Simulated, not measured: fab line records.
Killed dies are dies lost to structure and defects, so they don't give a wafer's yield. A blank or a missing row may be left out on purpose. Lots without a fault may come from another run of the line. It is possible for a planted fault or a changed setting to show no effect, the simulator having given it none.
Chamber matching    flow n5-finfet    N5_BEOL_M2_ETCH_74 on rie-diel-05 has 4 sister chambers
The step etches underlayer in N2/H2, target depth 6.5 nm, time 5.2 s. 8 wafers are shown with their chamber, then 8 later ones without.

WAFERS, EACH WITH ITS CHAMBER
wafer   chamber  drypump-motor-current-A (A)  throttle-valve-pct (%)
L076.3  3        5.4                          18.32
L078.1  1        6.5                          18.16
L078.5  3        5.4                          18.33
L078.6  2        6.3                          18.00
L079.1  0        6.5                          17.34
L079.4  1        6.5                          18.18
L079.5  2        6.2                          18.03
L080.1  0        6.5                          17.37

WAFERS WHOSE CHAMBER IS MISSING
wafer   drypump-motor-current-A (A)  throttle-valve-pct (%)
L080.5  5.5                          18.33
L080.6  6.5                          17.40
L081.4  6.3                          18.01
L081.5  6.5                          18.21
L081.6  6.4                          17.36
L093.1  6.3                          18.07
L093.4  6.5                          17.40
L093.5  5.4                          18.37

EACH ONE'S CHAMBER
wafer   from the rows above  in truth
L080.5  3                    3
L080.6  0                    0
L081.4  2                    2
L081.5  1                    1
L081.6  0                    0
L093.1  2                    2
L093.4  0                    0
L093.5  3                    3
Correct placement for 8 of the 8. Not placeable from these rows: 0. Number placed wrongly: 0.
How it was worked out, from the rows above alone: a wafer's distance from a chamber is the root of the sum, over the readings, of the square of ((its reading less the chamber's mean) divided by the reading's scatter). If the next closest chamber is less than 2 further off than the closest, the wafer can't be placed; otherwise it belongs to the closest. For every chamber, the mean is computed from those of its wafers that are shown. The scatter: take each reading less its chamber's mean, square it, sum over the shown wafers, divide by the number of wafers less the number of chambers, and take the root.
